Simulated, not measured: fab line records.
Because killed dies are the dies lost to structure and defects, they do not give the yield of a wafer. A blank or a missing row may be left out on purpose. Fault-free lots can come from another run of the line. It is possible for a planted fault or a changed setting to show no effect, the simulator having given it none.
Split-lot study	flow n5-finfet	21 wafers read across 7 lots, on a route 1938 steps long

## ON THE SPLIT
At N5_BEOL_M13_COAT_66 (time 60 s, resist thk 110 nm), the setting spin-rpm was moved away from the recipe's 1500 rpm on 6 of the 21 wafers read, by -7.5% to +5.1%. The other wafers ran this setting at the recipe's value.

## FROM THE SPLIT TO THE READING: what the file shows between them, 4 steps
- N5_BEOL_M13_COAT_22: resist thk 300 nm
- N5_BEOL_M13_EBR_24
- N5_BEOL_M13_DESCUM_33: chemistry O2, time 7.9 s
- N5_BEOL_M13_ETCH_67: etches SiARC in CF4, target depth 143 nm, time 238.3 s

## THE READING
SiARC_of_BEOL_M13_COAT_66.thk-nm (the simulator's own value, which no gauge read), in nm, at N5_BEOL_M13_ETCH_68 (etches SOC in N2/H2, time 355 s). The file gives no usual value for it. Across the 15 wafers here that went through the recipe, the average is 77.3 nm and the standard deviation 0.6 nm.

wafer	tool, chamber at the split	spin-rpm as run, rpm	against the recipe	SiARC_of_BEOL_M13_COAT_66.thk-nm, nm	against lot-mates on the recipe
L075.1	litho-track-05, 0	1564	+4.3%	75	-2.2
L075.3	litho-track-05, 0	1564	+4.3%	75.2	-2.0
L075.6	litho-track-05, 0	1500	recipe	77.2	-
L076.1	litho-track-03, 0	1500	recipe	78	-
L076.2	litho-track-03, 0	1387	-7.5%	81	+3.0
L076.6	litho-track-03, 0	1387	-7.5%	80.6	+2.6
L085.4	litho-track-02, 0	1500	recipe	77.4	-
L085.5	litho-track-02, 0	1500	recipe	77.8	-
L085.6	litho-track-02, 0	1500	recipe	77	-
L091.4	litho-track-02, 0	1500	recipe	78	-
L091.5	litho-track-02, 0	1500	recipe	78.2	-
L091.6	litho-track-02, 0	1500	recipe	77	-
L094.1	litho-track-02, 0	1500	recipe	77	-
L094.2	litho-track-02, 0	1577	+5.1%	74	-3.7
L094.3	litho-track-02, 0	1500	recipe	78.4	-
L095.2	litho-track-02, 0	1500	recipe	76.6	-
L095.3	litho-track-02, 0	1500	recipe	76.6	-
L095.6	litho-track-02, 0	1552	+3.5%	74.6	-2.0
L097.1	litho-track-03, 0	1500	recipe	77.6	-
L097.3	litho-track-03, 0	1500	recipe	77	-
L097.4	litho-track-03, 0	1500	recipe	76.4	-

FIT RESULTS
A straight line over all 21 wafers: SiARC_of_BEOL_M13_COAT_66.thk-nm changes by -0.519 nm for each +1% of spin-rpm; r = -0.94; the points scatter about the line by 0.61 nm.
The same after taking each lot's own level away (the mean of its wafers on the recipe; 21 wafers): -0.455 nm for each +1%; r = -0.94; scatter 0.53 nm.
On that fit, the largest move of spin-rpm shifts the reading by 3.4 nm.
From 76.60 to 78.00 nm: that is the span of the lots' own levels, equal to 2.3 times the standard deviation above.
So the lot-to-lot level changes the slope: the two fits differ.
Check: +3.42 nm against its lot-mates is what the line predicts for one of the wafers moved furthest among these (-7.5%) when that wafer is left out of the fit. Against them it came out at +3 nm.

## ADDITIONAL SPLITS CARRIED BY THESE WAFERS
Other splits were also applied to these wafers ahead of the reading. Each is held against what the fit with the lots' levels taken away leaves over:
other split on the same wafers	wafers away from the commonest value	r with SiARC_of_BEOL_M13_COAT_66.thk-nm (lot level and that fit taken away)
N5_BEOL_M8_COAT_60 spin-rpm	7	-0.03
N5_BEOL_M9_COAT_22 spin-rpm	5	+0.09
N5_BEOL_M10_ETCH_41 source-w	8	+0.01
N5_BEOL_M11_ETCH_66 time-s	5	-0.37

## THE WHOLE CHAIN: every reading that the file lists as answering this split, in the file's order
step	what it does	reading	change (the file's fit)	r (the file's)
N5_BEOL_M13_COAT_66	time 60 s, resist thk 110 nm	SiARC_of_BEOL_M13_COAT_66.thk-nm (the simulator's own value, which no gauge read)	-0.552 nm for each +1% of the setting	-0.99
N5_BEOL_M13_ETCH_67	etches SiARC in CF4, target depth 143 nm, time 238.3 s	etch.depth-nm (the simulator's own value, which no gauge read)	-0.549 nm for each +1% of the setting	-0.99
N5_BEOL_M13_ETCH_68	etches SOC in N2/H2, time 355 s	SiARC_of_BEOL_M13_COAT_66.thk-nm (the simulator's own value, which no gauge read)	-0.494 nm for each +1% of the setting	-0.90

## THE FILE'S OWN FIT
SiARC_of_BEOL_M13_COAT_66.thk-nm changes by -0.494 nm for each +1% of spin-rpm, r = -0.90.
